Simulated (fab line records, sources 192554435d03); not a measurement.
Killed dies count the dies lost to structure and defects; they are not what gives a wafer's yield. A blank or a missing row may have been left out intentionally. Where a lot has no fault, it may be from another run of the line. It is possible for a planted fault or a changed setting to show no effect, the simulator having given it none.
Split-lot trial + flow n5-finfet + 21 wafers read across 7 lots, on a route 1938 steps long

== SPLIT DETAILS ==
At N5_BEOL_M3_TRENCH_ETCH_37 (etches SiOC in C4F6/O2, target depth 55.555 nm, time 29.2 s), the setting source-w was moved away from the recipe's 355 W on 9 of the 21 wafers read, by -15.5% to +17.9%. All remaining wafers had this setting at the recipe value.

The reading comes from the split's own step.

== THE READING ==
rf-vpp-V, in V, at N5_BEOL_M3_TRENCH_ETCH_37 (etches SiOC in C4F6/O2, target depth 55.555 nm, time 29.2 s). Fault-free wafers of this fab line usually give 661 V, standard deviation 6.7 V.

| wafer  | tool, chamber at the split | source-w as run, W | against the recipe | rf-vpp-V, V | against lot-mates on the recipe |
|--------|----------------------------|--------------------|--------------------|-------------|---------------------------------|
| L074.1 | rie-diel-03, 3             | 355                | recipe             | 665         | -                               |
| L074.3 | rie-diel-03, 0             | 355                | recipe             | 669         | -                               |
| L074.6 | rie-diel-03, 0             | 377.8              | +6.4%              | 649         | -18                             |
| L075.1 | rie-diel-04, 1             | 355                | recipe             | 649         | -                               |
| L075.2 | rie-diel-04, 3             | 355                | recipe             | 651         | -                               |
| L075.5 | rie-diel-04, 3             | 355                | recipe             | 652         | -                               |
| L077.1 | rie-diel-04, 0             | 300.1              | -15.5%             | 722         | +72                             |
| L077.3 | rie-diel-04, 1             | 300.1              | -15.5%             | 707         | +57                             |
| L077.6 | rie-diel-04, 3             | 355                | recipe             | 650         | -                               |
| L083.2 | rie-diel-03, 0             | 355                | recipe             | 667         | -                               |
| L083.5 | rie-diel-03, 3             | 418.6              | +17.9%             | 611         | -56                             |
| L083.6 | rie-diel-03, 0             | 418.6              | +17.9%             | 615         | -52                             |
| L088.1 | rie-diel-05, 0             | 355                | recipe             | 666         | -                               |
| L088.4 | rie-diel-05, 2             | 355                | recipe             | 669         | -                               |
| L088.5 | rie-diel-05, 3             | 395.1              | +11.3%             | 624         | -44                             |
| L090.3 | rie-diel-04, 2             | 388.7              | +9.5%              | 633         | -29                             |
| L090.5 | rie-diel-04, 0             | 355                | recipe             | 662         | -                               |
| L090.6 | rie-diel-04, 1             | 388.7              | +9.5%              | 621         | -41                             |
| L093.1 | rie-diel-04, 1             | 355                | recipe             | 649         | -                               |
| L093.4 | rie-diel-04, 2             | 411.8              | +16.0%             | 614         | -42                             |
| L093.5 | rie-diel-04, 2             | 355                | recipe             | 662         | -                               |

THE FIT
A straight line over all 21 wafers: rf-vpp-V changes by -3.06 V for each +1% of source-w; r = -0.96; the points scatter about the line by 8.2 V.
The same after taking each lot's own level away (the mean of its wafers on the recipe; 21 wafers): -3.48 V for each +1%; r = -0.98; scatter 6.5 V.
That fit puts the effect of the largest move of source-w on the reading at 62 V.
The span of the lots' own levels, 650.0 to 667.5 V, comes to 2.6 times the standard deviation stated above.
Hence the slope depends on the lot-to-lot level, as the two fits are not the same.
Check: with one of the wafers moved furthest among these (+17.9%) left out of the fit, the line predicts -60.9 V for it against its lot-mates. Against them it came out at -56 V.
Tool readings at the split's step, against how far the setting was moved: rf-vpp-V r = -0.96.

== ADDITIONAL SPLITS CARRIED BY THESE WAFERS ==
Note: prior to the reading, these wafers also went through further splits. Each is held against what the fit with the lots' levels taken away leaves over:
| other split on the same wafers    | wafers away from the commonest value | r with rf-vpp-V (lot level and that fit taken away) |
|-----------------------------------|--------------------------------------|-----------------------------------------------------|
| N5_BEOL_M0_SAQP_EXPOSE_37 dose-mj | 6                                    | -0.29                                               |
| N5_BEOL_M0_SAQP_ALD_48 ald-cycles | 9                                    | -0.13                                               |
| N5_BEOL_M3_HM_DEP_02 target-thk-a | 7                                    | -0.50                                               |
| N5_BEOL_M3_EXPOSE_08 dose-mj      | 7                                    | +0.07                                               |

== THE WHOLE CHAIN: every reading that the file lists as answering this split, in the file's order ==
| step                      | what it does                                                | reading                                                                   | change (the file's fit)               | r (the file's) |
|---------------------------|-------------------------------------------------------------|---------------------------------------------------------------------------|---------------------------------------|----------------|
| N5_BEOL_M3_TRENCH_ETCH_37 | etches SiOC in C4F6/O2, target depth 55.555 nm, time 29.2 s | rf-vpp-V                                                                  | -3.33 V for each +1% of the setting   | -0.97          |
| N5_BEOL_M3_TRENCH_ETCH_37 | etches SiOC in C4F6/O2, target depth 55.555 nm, time 29.2 s | BEOL_M3.feature-depth-nm (the simulator's own value, which no gauge read) | +0.215 nm for each +1% of the setting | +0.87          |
| N5_BEOL_M3_TRENCH_ETCH_37 | etches SiOC in C4F6/O2, target depth 55.555 nm, time 29.2 s | etch.depth-nm (the simulator's own value, which no gauge read)            | +0.213 nm for each +1% of the setting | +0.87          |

== THE FILE'S OWN FIT ==
rf-vpp-V changes by -3.33 V for each +1% of source-w, r = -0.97.
